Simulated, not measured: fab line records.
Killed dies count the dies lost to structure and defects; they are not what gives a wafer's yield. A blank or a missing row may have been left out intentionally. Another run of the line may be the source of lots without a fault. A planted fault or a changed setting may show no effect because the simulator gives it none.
Chamber matching | flow n5-finfet | N5_BEOL_M3_ETCH_69 on rie-diel-03: 4 sister chambers
The step etches SiARC in CF4, target depth 15.6 nm, time 26 s. 4 wafers are shown with their chamber, then 9 later ones without.

WAFERS WITH THEIR CHAMBER
wafer  | chamber | showerhead-plenum-p-Torr (Torr)
L086.5 | 1       | 2.23
L087.2 | 0       | 2.07
L087.3 | 2       | 2.14
L087.6 | 3       | 2.17

WAFERS WITH NO CHAMBER GIVEN
wafer  | showerhead-plenum-p-Torr (Torr)
L091.2 | 2.17
L091.5 | 2.22
L091.6 | 2.14
L090.2 | 2.17
L090.5 | 2.17
L090.6 | 2.22
L094.1 | 2.22
L094.2 | 2.06
L094.6 | 2.06

THE CHAMBER EACH PASSED THROUGH
wafer  | from the rows above | in truth
L091.2 | 3                   | 3
L091.5 | 1                   | 1
L091.6 | 2                   | 2
L090.2 | 3                   | 3
L090.5 | 3                   | 3
L090.6 | 1                   | 1
L094.1 | 1                   | 1
L094.2 | 0                   | 0
L094.6 | 0                   | 0
Correctly placed: 9 of 9. Can't be placed from these rows: 0. Placed wrongly: 0.
How it was worked out, from the rows above alone: a wafer's distance from a chamber is the root of the sum, over the readings, of the square of ((its reading less the chamber's mean) divided by the reading's scatter). If the next closest chamber is less than 2 further off than the closest, the wafer can't be placed; otherwise it belongs to the closest. The mean given for a chamber averages the wafers shown for that chamber. The scatter (one wafer shown for each chamber): square how far every hidden wafer sits from the nearest shown wafer, average those squares and take the square root.
